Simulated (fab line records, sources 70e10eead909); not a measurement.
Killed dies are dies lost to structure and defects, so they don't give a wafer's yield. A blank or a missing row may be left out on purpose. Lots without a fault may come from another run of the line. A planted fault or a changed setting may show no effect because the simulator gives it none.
Problem report in the 8D (eight disciplines) form, filled by code | flow nand_harc | the parts of the form that need people (team, actions taken, sign-off) are left out

1. THE PROBLEM
raw_defect_count at NHARC_P_GATE_INSPECT_68 reads a mean of 1554 on 1 wafer of 1 lot; wafers without a fault read 195 with a standard deviation of 62. That is +22 standard deviations from the usual mean.
First seen on wafer L107.5, day 10 05:22, on defect_inspect-01. The record holds 36 wafers of 12 lots with a number at this step. Rule for "out", or "out of limits": more than 4 standard deviations from the usual mean. The other wafers with a number count as sound.

2. WHAT IT IS AND WHAT IT IS NOT
question                    | is                | is not
which readings at this step | raw_defect_count  | -
which lots                  | L107              | L103, L110, L111, L113, L114, L115, L116, L117, L118, L119, L998
which wafers of those lots  | L107.5            | L107.4, L107.6
read on which gauges        | defect_inspect-01 | defect_inspect-02
when                        | from day 10 05:22 | up to then (8 sound wafers); but 27 sound wafers of L110, L111, L113, L114, L115, L116, L117, L118, L119 came after

3. SUSPECTS, AND WHAT RULES EACH OUT
Counting: a tool at a process step up to the reading stays a suspect if it ran every lot that is out. Sound lots after the first of them don't rule it out here, since some wafers of a struck lot are sound.
- the gauge at NHARC_P_GATE_INSPECT_68: ruled out. All the wafers that are out were read on defect_inspect-01, but those of them that NHARC_END_SORT_01 has rows for are out there too, on other tools.
- ald_sin-02 at NHARC_P_GATE_ALD_36 (deposits SiNx, target thk 20 nm, pulse time 60 s, ald cycles 223): kept. It ran the lot that is out, L107 (day 9 12:49); its last sound lot up to then is L998 (day 5 18:25).
- plasma_asher-01 at NHARC_P_GATE_STRIP_111 (strips in N2/H2, time 250 s): kept. It ran the lot that is out, L107 (day 9 23:43); its last sound lot up to then is L998 (day 6 04:14).
- rie_diel-01 at NHARC_P_GATE_DESCUM_93 (chemistry O2, time 3 s): kept. It ran the lot that is out, L107 (day 10 02:29).
- Within ald_sin-02 at NHARC_P_GATE_ALD_36: the wafers that are out ran in chamber 3; their sound lot-mates ran in chamber 2.
- Within plasma_asher-01 at NHARC_P_GATE_STRIP_111: the wafers that are out ran in chamber 1; their sound lot-mates ran in chamber 0.
- Within rie_diel-01 at NHARC_P_GATE_DESCUM_93: the wafers that are out ran in chamber 0; their sound lot-mates ran in chambers 1, 2.
Left after counting: ald_sin-02 at NHARC_P_GATE_ALD_36, plasma_asher-01 at NHARC_P_GATE_STRIP_111, rie_diel-01 at NHARC_P_GATE_DESCUM_93.

4. THE CAUSE (what the simulator had put in)
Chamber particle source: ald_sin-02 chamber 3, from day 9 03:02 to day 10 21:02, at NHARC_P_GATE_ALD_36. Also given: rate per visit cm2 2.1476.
Counting left 3 suspects, and this tool is among them.

5. THE CHAIN OF EFFECTS, in route order
Each row: a reading whose mean over the struck wafers that have a number lies more than 3 standard deviations from the usual. Only readings for which the record gives a usual standard deviation are gone through. hours: the time from each lot's start at the first step in this table that gives one to its start at this step, as a median over the lots. sigmas: the change in usual standard deviations.
hours | step                    | reading             | usual | on struck wafers | change | sigmas
0     | NHARC_P_GATE_INSPECT_68 | raw_defect_count    | 195   | 1554             | +1359  | +22
459   | NHARC_END_SORT_01       | killed_at_periphery | 3.8   | 89.0             | +85.2  | +36
459   | NHARC_END_SORT_01       | killed_dies         | 64    | 153              | +89    | +4.7
Later measuring or inspecting steps at which every struck wafer that the step has a row for has a number for every such reading, and none has moved that far: NHARC_P_CONTACT_CD_MEAS_12.

6. WHAT WOULD HAVE CAUGHT IT SOONER
In this record the first reading out of limits at a measuring or inspecting step was taken at day 10 05:22, 26 hours after the fault began at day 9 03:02.
Of the tool readings at NHARC_P_GATE_ALD_36 for which the record gives a usual standard deviation, none was out on any struck wafer, so an alarm limit of 4 standard deviations on them would not have fired.
All the lots that are out (1) had begun NHARC_P_GATE_ALD_36 on ald_sin-02 by day 10 05:22. A hold on the tool at that time would have spared none of them.
